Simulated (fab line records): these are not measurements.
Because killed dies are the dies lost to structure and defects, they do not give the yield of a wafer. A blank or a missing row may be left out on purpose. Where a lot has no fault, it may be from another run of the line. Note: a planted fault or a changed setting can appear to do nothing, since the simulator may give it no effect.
fab line records | flow n5-finfet
[record] lots = 8 wafers = 24 last-day = 18
route steps=1938 shown BEOL_M0_SAQP@672 BEOL_M0_CUTY@711 BEOL_M4@1111 PASSIVATION@1936
lots with no fault: from the same line, run without faults
start-h: start of the lot's first displayed wafer, in hours after the record's first day | wait-h: hours since the lot's step before | " as in the row above | L1.1+2: a single row standing in for several wafers | - no value, or no start given | * or withheld: withheld | < > ~ a bound
route shown NAME@n: names a module that has steps shown in the file, with the first one's number in the route | usual: mean/standard deviation taken from wafers without a fault | same: alike in all rows | chamber/n: place in a boat | sites: the reading at each site | _std_site: standard deviation of those values | _edge_site: mean of outer sites minus mean of inner sites | radius-mm: for every site, how far away it sits from the centre of the wafer | mask NAME#n: copy n | behind: the tool/chamber that last shaped the wafer | hold: why the lot went on hold/how many hours it stayed there/how the hold came to an end | device: whichever transistor did not switch (one of n, p or np) | end of line: tests run on the same wafers once the route is complete | a step without rows: its recipe alone | killed: dies that structure and defects cost at the first sort, which is not the same as the wafer's yield | map: shows each die of a wafer: x if killed, . if not, _ if none is there
set.NAME: setting as actually run; set.NAME@STEP: the setting as run at that earlier step | model.NAME: the simulator's own value behind a step, which no gauge read
one table for each step of the route and one row for each wafer, over a sample of lots
services: when a tool's chamber went out of use (start-h, in hours from the record's first day, below 0 if earlier), for how many hours, and the reason
[[steps]]
[step N5_BEOL_M0_SAQP_ETCH_106]
[recipe] chemistry = N2/H2 target = SOC target-depth-a = 1500 stop-on = SiNx ion-energy-ev = 100 bias-w = 61 pressure-mtorr = 30 source-w = 850 n2-flow-sccm = 200 h2-flow-sccm = 200
[usual] bias-w = 61.02/0.18 chamber-pressure-mTorr = 30.00/0.032 drypump-motor-current-A = 5.7/0.34 oes-product-au = 0.77/0.072 rf-vpp-V = 240.5/1.5 showerhead-plenum-p-Torr = 2.53/0.1 throttle-valve-pct = 17.86/0.24
// columns lot.wafer tool chamber start-h wait-h bias-w chamber-pressure-mTorr drypump-motor-current-A oes-product-au rf-hours-counter-h rf-vpp-V showerhead-plenum-p-Torr throttle-valve-pct
L604.1 rie-diel-05 0 115.61 - 60.98 29.99 6.2 0.73 145 240.9 2.54 17.80
L604.5 " 1 " " 60.78 29.99 5.2 0.92 - 241.1 2.49 17.67
L604.6 " 2 " " 60.75 29.95 6.0 0.72 - 241.9 2.63 17.51
L614.1 rie-diel-05 3 178.13 - 60.90 30.01 5.6 0.94 13 239.2 2.50 17.70
L614.4 " 0 " " 60.84 30.02 6.2 0.72 162 241.5 2.53 17.84
L614.6 " 3 " " 60.94 30.00 5.6 0.92 - 239.9 2.50 17.71
L615.1 rie-diel-05 0 181.63 - 61.21 29.99 6.1 0.72 163 241.3 2.53 17.82
L615.4 " 1 " " 60.89 30.01 5.2 0.87 24 241.8 2.49 17.71
L615.5 " 1 " " 60.96 29.98 5.2 0.88 - 238.7 2.49 17.72
L616.3 rie-diel-06 3 189.27 - 61.11 30.01 5.4 0.97 3 243.6 2.71 17.32
L616.4 " 1 " " 61.14 30.01 5.9 0.75 139 236.9 2.35 18.19
L616.6 " 2 " " 60.99 29.98 5.9 0.72 - 239.7 2.43 18.18
L621.1 rie-diel-02 1 217.99 - 60.58 29.98 6.3 0.78 111 244.6 2.68 18.17
L621.2 " 2 " " 61.23 29.99 5.5 0.76 120 240.1 2.45 17.63
L621.3 " 0 " " 60.83 29.95 5.4 0.69 249 242.9 2.60 17.86
L620.1 rie-diel-06 2 224.07 - 60.92 30.00 5.9 0.70 177 239.3 2.43 18.21
L620.4 " 3 " " 60.99 30.04 5.3 0.94 12 243.3 2.70 17.32
L620.6 " 1 " " 61.31 29.99 5.9 0.75 - 238.1 2.34 18.20
L623.1 rie-diel-02 2 231.09 - 60.94 30.04 5.5 0.76 126 240.7 2.45 17.64
L623.4 " 1 " " 60.80 30.01 6.3 0.77 - 242.0 2.67 18.20
L623.6 " 2 " " 61.02 30.00 5.5 0.76 - 239.7 2.45 17.64
L625.1 rie-diel-02 3 239.76 - 60.75 30.02 5.5 0.73 179 239.3 2.53 17.96
L625.2 " 2 " " 60.90 29.99 5.5 0.76 130 238.1 2.45 17.66
L625.5 " 3 " " 61.17 30.02 5.5 0.73 - 240.9 2.53 17.97
[step N5_BEOL_M0_SAQP_CD_MEAS_40]
[recipe] target-cd-nm = 30 landing-energy-ev = 500 detector = se-inlens
[usual] cd-nm = 30.02/0.26
// columns lot.wafer tool chamber start-h wait-h cd-nm
L604.1 cd-sem-01 0 117.02 - 29.74
L604.5 " 0 " " 30.00
L604.6 " 0 " " 30.31
L614.1 cd-sem-01 0 180.01 - 29.87
L614.4 " 0 " " 30.12
L614.6 " 0 " " 30.32
L615.1 cd-sem-03 0 183.14 - 29.89
L615.4 " 0 " " 29.82
L615.5 " 0 " " 30.63
L616.3 cd-sem-01 0 192.34 - 30.33
L616.4 " 0 " " 29.93
L616.6 " 0 " " 30.47
L621.1 cd-sem-01 0 219.35 - 29.99
L621.2 " 0 " " 30.06
L621.3 " 0 " " 30.25
L620.1 cd-sem-03 0 225.56 - 29.98
L620.4 " 0 " " 30.42
L620.6 " 0 " " 30.31
L623.1 cd-sem-02 0 232.90 - 30.05
L623.4 " 0 " " 30.49
L623.6 " 0 " " 30.34
L625.1 cd-sem-02 0 241.23 - 29.70
L625.2 " 0 " " 29.92
L625.5 " 0 " " 29.96
[step N5_BEOL_M0_SAQP_ETCH_49]
[recipe] chemistry = CF4/O2 target-depth-a = 370 target = SiO2 pressure-mtorr = 40 source-w = 535 bias-w = 49 Ar_flow_sccm = 100 cf4-flow-sccm = 100 O2_flow_sccm = 10 ion-energy-ev = 100
[usual] O2_flow_sccm = 10.01/0.03 bias-w = 48.99/0.15 drypump-motor-current-A = 5.7/0.35 oes-product-au = 0.78/0.078 rf-vpp-V = 240.4/2.3 showerhead-plenum-p-Torr = 2.20/0.084 throttle-valve-pct = 15.89/0.22
// columns lot.wafer tool chamber start-h wait-h O2_flow_sccm bias-w drypump-motor-current-A oes-product-au rf-hours-counter-h rf-vpp-V showerhead-plenum-p-Torr throttle-valve-pct
L604.1 rie-diel-05 1 118.66 0.3 9.99 49.23 5.2 0.93 8 235.9 2.17 15.72
L604.5 " 2 " " 10.00 49.24 6.0 0.72 - 239.7 2.28 15.69
L604.6 " 0 " " 9.99 49.01 6.1 0.74 - 240.9 2.21 15.87
L614.1 rie-diel-06 2 181.23 0.3 - - - - - - - -
L614.4 " 3 " " - - - - - - - -
L614.6 " 1 " " - - - - - - - -
L615.1 rie-diel-02 1 184.85 0.3 - - - - - - - -
L615.4 " 3 " " - - - - - - - -
L615.5 " 2 " " - - - - - - - -
L616.3 rie-diel-05 0 193.64 0.4 - - - - - - - -
L616.4 " 2 " " - - - - - - - -
L616.6 " 2 " " - - - - - - - -
L621.1 rie-diel-02 2 220.66 0.3 10.01 49.14 5.5 0.78 122 239.8 2.12 15.74
L621.2 " 3 " " 10.01 49.05 5.5 0.75 171 244.8 2.20 16.00
L621.3 " 1 " " 9.98 48.96 6.3 0.78 112 241.5 2.31 16.18
L620.1 rie-diel-02 3 227.41 0.3 10.02 48.99 5.5 0.73 173 243.6 2.20 16.01
L620.4 " 1 " " 9.94 48.90 6.3 0.76 - 241.6 2.31 16.19
L620.6 " 2 " " 9.99 49.19 5.5 0.76 - 239.5 2.12 15.74
L623.1 rie-diel-05 1 233.88 0.3 10.07 49.09 5.2 0.86 39 236.2 2.16 15.79
L623.4 " 3 " " 10.01 48.79 5.6 0.90 30 241.2 2.17 15.65
L623.6 " 2 " " 9.99 48.88 6.0 0.69 - 240.8 2.27 15.74
L625.1 rie-diel-02 2 242.47 0.4 10.00 48.63 5.5 0.75 132 237.2 2.12 15.76
L625.2 " 3 " " 10.00 48.95 5.5 0.73 181 243.7 2.19 16.01
L625.5 " 2 " " 10.01 48.96 5.5 0.75 - 238.8 2.12 15.78
[step N5_BEOL_M0_SAQP_STRIP_75]
[recipe] chemistry = CF4 resist = SiARC power-w = 300 bias-power-w = 75 pressure-mtorr = 50 cf4-flow-sccm = 150 rf-frequency-hz = 6e+07
[usual] drypump-motor-current-A = 5.7/0.35 oes-product-au = 0.181/0.017 rf-vpp-V = 271.1/1.6 showerhead-plenum-p-Torr = 1.79/0.068 throttle-valve-pct = 13.63/0.22
// columns lot.wafer tool chamber start-h wait-h drypump-motor-current-A oes-product-au rf-hours-counter-h rf-vpp-V showerhead-plenum-p-Torr throttle-valve-pct
L604.1 rie-diel-05 1 118.76 0.1 5.2 0.204 8 270.0 1.77 13.40
L604.5 " 2 " " 6.0 0.176 - 272.8 1.85 13.46
L604.6 " 0 " " 6.2 0.176 - 270.5 1.80 13.57
L614.1 rie-diel-06 2 181.33 0.1 5.8 0.713 166 269.4 1.72 13.92
L614.4 " 3 " " 5.3 0.996 1 272.0 1.92 13.14
L614.6 " 1 " " 5.9 0.752 - 268.2 1.68 14.00
L615.1 rie-diel-02 1 184.95 0.1 6.3 0.775 101 272.4 1.89 13.88
L615.4 " 3 " " 5.4 0.747 160 269.1 1.80 13.72
L615.5 " 2 " " 5.5 0.772 - 269.8 1.73 13.44
L616.3 rie-diel-05 0 193.74 0.1 6.1 0.716 165 268.8 1.79 13.63
L616.4 " 2 " " 6.1 0.704 207 272.9 1.85 13.53
L616.6 " 2 " " 6.0 0.705 - 272.4 1.85 13.50
L621.1 rie-diel-02 2 220.76 0.1 5.5 0.181 122 269.9 1.73 13.49
L621.2 " 3 " " 5.5 0.175 171 272.2 1.79 13.76
L621.3 " 1 " " 6.3 0.185 112 273.3 1.88 13.90
L620.1 rie-diel-02 3 227.51 0.1 5.5 0.175 173 272.3 1.79 13.77
L620.4 " 1 " " 6.3 0.179 - 273.0 1.88 13.92
L620.6 " 2 " " 5.5 0.177 - 269.1 1.73 13.48
L623.1 rie-diel-05 1 233.98 0.1 5.2 0.204 39 270.6 1.76 13.48
L623.4 " 3 " " 5.6 0.214 30 269.7 1.76 13.33
L623.6 " 2 " " 6.0 0.162 - 272.8 1.84 13.53
L625.1 rie-diel-02 2 242.62 0.1 5.5 0.177 132 269.3 1.72 13.51
L625.2 " 3 " " 5.5 0.173 181 271.1 1.79 13.79
L625.5 " 2 " " 5.5 0.171 - 269.4 1.72 13.49
[step N5_BEOL_M0_CUTY_DESCUM_61]
[recipe] chemistry = O2 time-s = 7.9 source-power-w = 50 bias-power-w = 20 pressure-mtorr = 20 rf-frequency-hz = 2.712e+07 temp-c = 40 resist = CAR-ArF-block o2-flow-sccm = 225
[usual] drypump-motor-current-A = 5.8/0.37 oes-product-au = 0.78/0.08 rf-vpp-V = 243.1/1.4 showerhead-plenum-p-Torr = 2.08/0.073 throttle-valve-pct = 20.46/0.25
// columns lot.wafer tool chamber start-h wait-h drypump-motor-current-A oes-product-au rf-hours-counter-h rf-vpp-V showerhead-plenum-p-Torr throttle-valve-pct
L604.1 rie-diel-03 2 119.26 0.1 5.5 0.78 123 245.1 2.20 20.81
L604.5 " 0 " " 5.0 0.67 - 244.6 2.05 20.59
L604.6 " 1 " " 6.3 0.68 - 241.9 2.05 20.32
L621.1 rie-diel-01 1 221.11 0.0 6.0 0.67 242 242.6 2.07 20.55
L621.2 " 3 " " 5.7 0.76 134 243.1 2.01 20.66
L621.3 " 0 " " 6.0 0.80 112 241.7 2.03 20.18
L620.1 rie-diel-04 2 227.99 0.0 5.6 0.73 196 245.2 2.15 20.80
L620.4 " 1 " " 6.2 0.84 52 245.2 2.21 20.33
L620.6 " 2 " " 5.6 0.73 - 245.1 2.15 20.76
L623.1 rie-diel-01 0 234.46 0.0 6.0 0.80 117 241.2 2.02 20.17
L623.4 " 2 " " 6.2 0.68 225 241.6 2.07 20.40
L623.6 " 1 " " 6.0 0.67 - 242.1 2.06 20.56
L625.1 rie-diel-03 2 243.51 0.4 5.5 0.74 165 244.0 2.18 20.87
L625.2 " 3 " " 5.9 0.73 188 242.3 1.99 20.65
L625.5 " 1 " " 6.4 0.88 - 242.4 2.04 20.02
[step N5_BEOL_M4_RC_MEAS_101]
[usual] DIBL_N = 36.3/1.6 DIBL_P = 36.5/1.6 IOFF_N = 0.163/0.026 IOFF_P = 0.22/0.033 ION_N = 676/9.9 ION_P = 464/6.5 SS_N = 71.5/0.5 SS_P = 73.3/0.64 VT_N = 249.3/2.9 VT_P = -250/3.2
// columns lot.wafer tool chamber start-h wait-h DIBL_N[mV/V] DIBL_P[mV/V] IOFF_N[nA/um] IOFF_P[nA/um] ION_N[uA/um] ION_P[uA/um] SS_N[mV/dec] SS_P[mV/dec] VT_N[mV] VT_P[mV]
L604.1 prober-01 0 193.13 0.0 37.5 36.8 0.167 0.23 666 457 71.6 74.2 248.8 -249
L604.5 " 0 " " 38.1 38.0 0.175 0.25 671 462 71.3 73.7 248.0 -244
L604.6 " 0 " " 38.2 38.0 0.187 0.26 680 468 72.5 74.3 248.9 -246
L621.1 prober-01 0 282.61 0.0 37.5 35.8 0.166 0.21 678 463 71.2 73.0 249.6 -249
L621.2 " 0 " " 35.4 34.7 0.140 0.20 668 462 71.3 72.8 248.2 -251
L621.3 " 0 " " 36.4 35.1 0.143 0.20 668 460 71.1 72.6 247.9 -252
L620.1 prober-01 0 287.24 0.0 41.2 40.7 0.249 0.29 683 464 72.4 75.1 244.6 -246
L620.4 " 0 " " 38.5 38.3 0.185 0.24 671 459 72.3 73.9 248.4 -248
L620.6 " 0 " " 39.1 39.0 0.202 0.26 689 474 71.2 73.4 243.9 -248
L623.1 prober-01 0 304.18 0.0 38.4 42.3 0.213 0.29 685 470 72.8 74.2 246.6 -245
L623.4 " 0 " " 35.0 37.9 0.145 0.21 680 470 70.8 72.1 248.1 -250
L623.6 " 0 " " 35.9 38.6 0.164 0.23 682 471 71.5 72.9 250.8 -249
L625.1 prober-01 0 316.29 0.0 36.0 37.1 0.169 0.22 669 465 71.8 73.4 249.5 -250
L625.2 " 0 " " 34.9 35.2 0.145 0.19 662 456 71.6 73.5 252.3 -251
L625.5 " 0 " " 35.7 36.3 0.164 0.22 672 462 71.7 73.8 250.3 -248
[step N5_PASSIVATION_PROBE_49]
[usual] defect-limited-yield = 91.2/1.5 killed_at_M0_to_M3 = 32/9.6 killed_at_M4_up = 13/5.3 killed-at-contacts = 13/6.7 killed-at-front-end = 42/11 killed-at-other = 3.8/2.9 killed-dies = 103/17 killed-on-rim = 14/4.4 killed-open = 67/13 killed-short = 35/7.9 sort_bin_5_function = 5.2/0.94 sort_bin_6_memory = 3.3/0.64 sort-n-pass = 1077/17 sort-yield-pct = 91.2/1.5
[same] gross-dies = 1180 killed-at-back-side = 0 sort_bin_4_leakage[%] = 0 sort_bin_8_speed[%] = 0
// columns lot.wafer tool chamber start-h wait-h defect-limited-yield[%] killed_at_M0_to_M3 killed_at_M4_up killed-at-contacts killed-at-front-end killed-at-other killed-dies killed-on-rim killed-open killed-short sort_bin_5_function[%] sort_bin_6_memory[%] sort-n-pass sort-yield-pct[%]
L614.1 prober-01 - 367.03 0.0 0 1113 14 10 36 7 1180 152 63 33 96.3 3.5 0 0
L614.4 prober-01 - 367.18 0.2 0 1125 13 16 25 1 1180 152 48 20 97.7 2.1 0 0
L614.6 prober-01 - 367.28 0.3 0 1107 13 14 37 9 1180 152 53 31 97.0 2.9 0 0
L615.1 prober-02 - 371.17 0.0 0 1108 8 23 35 6 1180 152 56 50 96.1 3.3 0 0
L615.4 prober-02 - 371.32 0.2 0 1105 10 19 43 3 1180 152 70 38 96.4 3.3 0 0
L615.5 prober-02 - 371.37 0.2 0 1096 10 15 58 1 1180 152 87 42 95.5 4.2 0 0
L616.3 prober-01 - 376.48 0.1 0 1104 7 13 46 10 1180 152 60 37 96.9 2.9 0 0
L616.4 prober-01 - 376.53 0.2 0 1119 4 14 41 2 1180 152 49 24 97.5 2.4 0 0
L616.6 prober-01 - 376.63 0.3 0 1116 11 13 35 5 1180 152 58 42 96.9 2.8 0 0
// killed by level:class
L614.1 BEOL_M0_SAQP:area-etch=1084 BEOL_M3:geometric-particle:open=12 STI_FIN_REVEAL:geometric-particle:open=11 MOL_CONTACT_COAG:geometric-particle:open=8 BEOL_M0_SAQP:geometric-particle:short=6 DUMMY_GATE:geometric-particle:open=6 BEOL_M4:geometric-particle:open=6 BEOL_M3:geometric-particle:short=5
L614.4 BEOL_M0_SAQP:area-etch=1111 MOL_CONTACT_COAG:geometric-particle:open=12 STI_FIN_REVEAL:geometric-particle:open=8 BEOL_M3:geometric-particle:open=6 BEOL_M4:geometric-particle:open=6 MOL_CONTACT_COAG:geometric-particle:short=4 DUMMY_GATE:geometric-particle:open=3 STARTING-WAFER:geometric-particle:open=3
L614.6 BEOL_M0_SAQP:area-etch=1095 MOL_CONTACT_COAG:geometric-particle:open=11 FIN_SAQP:geometric-particle:open=8 FIN_SAQP:geometric-particle:short=8 DUMMY_GATE:geometric-particle:open=6 BEOL_M4:geometric-particle:open=5 BEOL_M2:geometric-particle:open=4 PASS1_DEP:geometric-particle:open=4
L615.1 BEOL_M0_SAQP:area-etch=1073 MOL_CONTACT_COAG:geometric-particle:open=16 FIN_SAQP:geometric-particle:short=12 BEOL_M0_SAQP:geometric-particle:short=12 BEOL_M0_SAQP:geometric-particle:open=9 FIN_SAQP:geometric-particle:open=8 MOL_CONTACT_COAG:geometric-particle:short=7 MIM_TOP_ETCH:geometric-particle:short=5
L615.4 BEOL_M0_SAQP:area-etch=1072 MOL_CONTACT_COAG:geometric-particle:open=14 STI_FIN_REVEAL:geometric-particle:open=13 FIN_SAQP:geometric-particle:open=9 BEOL_M0_SAQP:geometric-particle:short=9 BEOL_M0_SAQP:geometric-particle:open=6 DUMMY_GATE:geometric-particle:open=5 GATE_CUT:geometric-particle:short=5
L615.5 BEOL_M0_SAQP:area-etch=1051 FIN_SAQP:geometric-particle:short=15 FIN_SAQP:geometric-particle:open=13 BEOL_M2:geometric-particle:open=13 STI_FIN_REVEAL:geometric-particle:open=12 MOL_CONTACT_COAG:geometric-particle:open=10 BEOL_M0_SAQP:geometric-particle:short=7 BEOL_M0_SAQP:geometric-particle:open=7
L616.3 BEOL_M0_SAQP:area-etch=1082 FIN_SAQP:geometric-particle:open=11 MOL_CONTACT_COAG:geometric-particle:open=11 GATE_CUT:geometric-particle:short=8 BEOL_M0_SAQP:geometric-particle:short=8 FIN_SAQP:geometric-particle:short=6 DUMMY_GATE:geometric-particle:open=5 BEOL_M0_SAQP:geometric-particle:open=5
L616.4 BEOL_M0_SAQP:area-etch=1106 MOL_CONTACT_COAG:geometric-particle:open=13 FIN_SAQP:geometric-particle:open=12 FIN_SAQP:geometric-particle:short=8 STARTING-WAFER:geometric-particle:open=6 STI_FIN_REVEAL:geometric-particle:open=4 BEOL_M0_SAQP:geometric-particle:open=4 STI_FIN_REVEAL:geometric-particle:short=3
L616.6 BEOL_M0_SAQP:area-etch=1080 BEOL_M0_SAQP:geometric-particle:open=11 FIN_SAQP:geometric-particle:short=10 FIN_SAQP:geometric-particle:open=10 MOL_CONTACT_COAG:geometric-particle:open=9 BEOL_M0_SAQP:geometric-particle:short=7 BEOL_M1:geometric-particle:open=6 MOL_CONTACT_COAG:geometric-particle:short=4
[[services]]
// columns tool chamber start-h hours kind
rie-diel-05 3 106.00 - clean
rie-diel-05 3 106.00 - consumable-replace:focus-ring
rie-diel-05 3 106.00 22.3 scheduled-down
rie-diel-05 3 106.00 22.3 vent-cycle
rie-diel-06 3 106.80 1.2 repair
rie-diel-06 - 110.12 0.7 repair
rie-diel-03 1 136.58 - clean
rie-diel-06 0 151.75 8.8 repair
rie-diel-04 1 154.12 31.9 repair
rie-diel-06 3 160.69 - clean
rie-diel-06 3 160.69 - consumable-replace:focus-ring
rie-diel-06 3 160.69 - consumable-replace:showerhead
rie-diel-06 3 160.69 18.1 scheduled-down
rie-diel-06 3 160.69 18.1 vent-cycle
rie-diel-06 1 185.66 1.9 repair
rie-diel-02 2 186.31 1.2 repair
rie-diel-01 1 203.47 7.2 repair
rie-diel-04 1 209.09 6.8 repair
rie-diel-02 - 211.42 0.1 repair
rie-diel-03 2 212.85 15.3 repair
rie-diel-02 0 219.73 - clean
rie-diel-02 0 219.73 - consumable-replace:focus-ring
rie-diel-02 1 234.79 10.1 repair
rie-diel-04 - 240.08 14.6 pm
[[key]]
[first-sign] step = N5_BEOL_M0_SAQP_ETCH_49 reading = tool-record direction = missing
[effect] step = N5_BEOL_M0_SAQP_STRIP_75 reading = oes-product-au direction = up sigmas = 35 usual = 0.181 struck = 0.764
[effect] step = N5_PASSIVATION_PROBE_49 reading = killed_at_M0_to_M3 direction = up sigmas = 99+ usual = 32 struck = 1110
[more-kills-born-at] N5_BEOL_M0_SAQP_ETCH_49@rie-diel-06 = 3290 N5_BEOL_M0_SAQP_ETCH_49@rie-diel-05 = 3268 N5_BEOL_M0_SAQP_ETCH_49@rie-diel-02 = 3196
met-at N5_BEOL_M0_SAQP_ETCH_49
struck-lots L614,L615,L616
later-rows-left-out L614.1,L614.4,L614.6,L615.1,L615.4,L615.5,L616.3,L616.4,L616.6
not-acting-at N5_BEOL_M0_SAQP_ETCH_106,N5_BEOL_M0_SAQP_CD_MEAS_40,N5_BEOL_M0_CUTY_DESCUM_61
onset-between 118.66 181.23
[fault] kind = skipped-step-whole tool = rie-diel-02,rie-diel-05,rie-diel-06 chamber = - onset-h = 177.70 steps = N5_BEOL_M0_SAQP_ETCH_49 scope = struck-lots-only
// later-rows-left-out: the simulator's readings of these wafers behind a module that went badly wrong aren't trusted and aren't shown, but for the sort
